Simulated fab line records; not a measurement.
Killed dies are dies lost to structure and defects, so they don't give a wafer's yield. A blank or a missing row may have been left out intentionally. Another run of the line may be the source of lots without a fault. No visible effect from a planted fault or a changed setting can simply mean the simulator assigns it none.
Which tool was responsible? | flow n5 finfet | 24 lots, 72 wafers sampled, at 2 steps of a route of 1938

WHAT EACH GAUGE READ, for each wafer
N5_MOL_CONTACT_COAG_OVL_MEAS_41. Usual: VD_OVL 0.4 nm, standard deviation 0.65.
lot  | measured     | on         | VD_OVL (nm)    | flag
L074 | day 5 08:17  | overlay-01 | -0.6 -0.6 -0.8 |
L075 | day 5 13:15  | overlay-02 | -0.9 0.2 0.7   |
L076 | day 5 19:16  | overlay-01 | 0.6 0.9 1.0    |
L077 | day 5 19:29  | overlay-01 | 1.4 1.0 0.2    |
L078 | day 6 07:19  | overlay-01 | 0.1 0.2 1.0    |
L079 | day 6 10:33  | overlay-01 | 0.6 -0.4 1.5   |
L080 | day 6 15:33  | overlay-02 | -0.6 0.4 0.4   |
L081 | day 6 19:44  | overlay-02 | 0.5 0.6 -0.1   |
L082 | day 7 05:19  | overlay-01 | 0.0 0.7 -0.1   |
L083 | day 7 11:41  | overlay-01 | 0.5 1.7 -0.2   |
L084 | day 7 18:22  | overlay-01 | 0.3 0.2 0.6    |
L085 | day 8 02:56  | overlay-02 | -1.6 -0.1 0.3  |
L086 | day 8 05:26  | overlay-01 | 0.5 0.6 -0.1   |
L087 | day 8 05:30  | overlay-02 | 1.7 1.0 0.7    |
L088 | day 8 22:45  | overlay-01 | -0.5 0.8 -0.3  |
L089 | day 9 00:25  | overlay-01 | 0.9 0.3 0.3    |
L090 | day 9 09:43  | overlay-02 | 1.2 0.3 1.3    |
L091 | day 9 12:14  | overlay-02 | 0.0 0.7 0.5    |
L092 | day 9 20:18  | overlay-02 | 0.4 0.8 -0.1   |
L093 | day 9 20:57  | overlay-02 | 1.2 0.0 -0.2   |
L094 | day 10 09:05 | overlay-02 | 0.2 -0.1 1.3   |
L095 | day 10 09:55 | overlay-01 | 0.6 -0.4 0.7   |
L096 | day 10 14:20 | overlay-01 | 1.4 0.7 0.7    |
L097 | day 10 20:20 | overlay-01 | 0.4 0.5 0.6    |

N5_MOL_CONTACT_COAG_INSPECT_42: inspects for defects (brightfield). Usual: raw defect count 216, standard deviation 59.
lot  | measured     | on                | raw defect count | flag
L074 | day 5 08:20  | defect inspect-02 | 202 231 308      |
L075 | day 5 13:19  | defect inspect-02 | 219 145 384      |
L076 | day 5 19:19  | defect inspect-02 | 202 204 219      |
L077 | day 5 19:32  | defect inspect-02 | 311 228 238      |
L078 | day 6 07:23  | defect inspect-01 | 168 273 253      |
L079 | day 6 10:36  | defect inspect-02 | 226 221 248      |
L080 | day 6 15:37  | defect inspect-01 | 181 253 209      |
L081 | day 6 19:48  | defect inspect-01 | 149 217 163      |
L082 | day 7 05:22  | defect inspect-01 | 271 213 245      |
L083 | day 7 11:45  | defect inspect-02 | 296 250 230      |
L084 | day 7 18:25  | defect inspect-01 | 157 163 111      |
L085 | day 8 02:59  | defect inspect-02 | 275 262 228      |
L086 | day 8 05:30  | defect inspect-02 | 244 263 352      |
L087 | day 8 05:34  | defect inspect-02 | 220 295 171      |
L088 | day 8 22:48  | defect inspect-01 | 141 158 135      |
L089 | day 9 00:29  | defect inspect-01 | 212 180 153      |
L090 | day 9 09:46  | defect inspect-02 | 263 194 164      |
L091 | day 9 12:18  | defect inspect-02 | 185 309 247      |
L092 | day 9 20:22  | defect inspect-01 | 227 229 200      |
L093 | day 9 21:01  | defect inspect-01 | 146 161 140      |
L094 | day 10 09:07 | defect inspect-02 | 222 205 223      |
L095 | day 10 09:58 | defect inspect-01 | 159 162 170      |
L096 | day 10 14:23 | defect inspect-02 | 269 331 281      |
L097 | day 10 20:23 | defect inspect-01 | 153 172 134      |

EACH LOT AND THE TOOL THAT RAN IT (in order: tool; ch and the chambers of the sampled wafers; start)
There is no process step in the record ahead of these readings.

AS READ BY THE TOOLS THEMSELVES (means over the sampled wafers that have a number; for cases with no such wafer, the mark the record gives instead)
The record holds no such reading with a usual standard deviation.

THE ANSWER, worked out from the rows above alone
Rule: take the mean of a lot's wafers that have a number; if it is more than 3 standard deviations from the usual mean, the lot is off. A lot without any number at a reading at which 4 lots or more have one is off too. Where the step has rows for the other lots, those lots are counted as sound. Order of review: gauges by route order, followed by the tools' own readings, for which a lot's mean as printed above is used. The first step at which some lot is off is used, and at that step the reading that is off furthest; a lot without a number counts as furthest.
None of the lots is off at any reading shown; this tells nothing.

WHAT WAS PUT IN BY THE SIMULATOR
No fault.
